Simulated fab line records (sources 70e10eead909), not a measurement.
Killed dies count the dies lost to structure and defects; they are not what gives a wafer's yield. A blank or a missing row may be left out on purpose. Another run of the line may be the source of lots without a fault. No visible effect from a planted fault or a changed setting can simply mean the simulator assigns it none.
Matching of chambers | flow nand-harc | 3 sister chambers for NHARC_A_STAIRCASE_CMP_472 on cmp-04
The step polishes SiO2. 6 wafers are shown with their chamber, then 5 later ones without.

WAFERS WITH THEIR CHAMBER
wafer  | chamber | motor-current-A (A) | retaining-ring-pressure-frac
L999.2 | 1       | 10.6                | 1.007
L103.4 | 1       | 10.3                | 1.008
L104.1 | 3       | 11.1                | 0.994
L104.5 | 0       | 10.5                | 1.002
L119.2 | 0       | 10.7                | 0.995
L119.4 | 3       | 11.0                | 1.002

WAFERS WITHOUT THEIR CHAMBER
wafer  | motor-current-A (A) | retaining-ring-pressure-frac
L121.1 | 9.8                 | 0.994
L121.5 | 10.0                | 0.992
L122.1 | 10.5                | 0.993
L122.2 | 11.0                | 0.998
L122.3 | 10.8                | 1.002

EACH ONE'S CHAMBER
wafer  | from the rows above          | in truth
L121.1 | can't be placed: 1 or 0      | 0
L121.5 | can't be placed: 0 or 1      | 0
L122.1 | can't be placed: 0 or 1      | 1
L122.2 | 3                            | 3
L122.3 | can't be placed: 0 or 3 or 1 | 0
Placed correctly: 1 of 5. These rows do not allow placing 4 (true chamber among the candidates in 4). Placed wrongly: 0.
How it was worked out, from the rows above alone: a wafer's distance from a chamber is the root of the sum, over the readings, of the square of ((its reading less the chamber's mean) divided by the reading's scatter). The wafer belongs to the nearest chamber; if the next one is less than 2 further off, it can't be placed. For every chamber, the mean is computed from those of its wafers that are shown. The scatter is the square root of a quotient: the sum, over the shown wafers, of each reading's squared deviation from its chamber's mean, divided by wafers minus chambers.
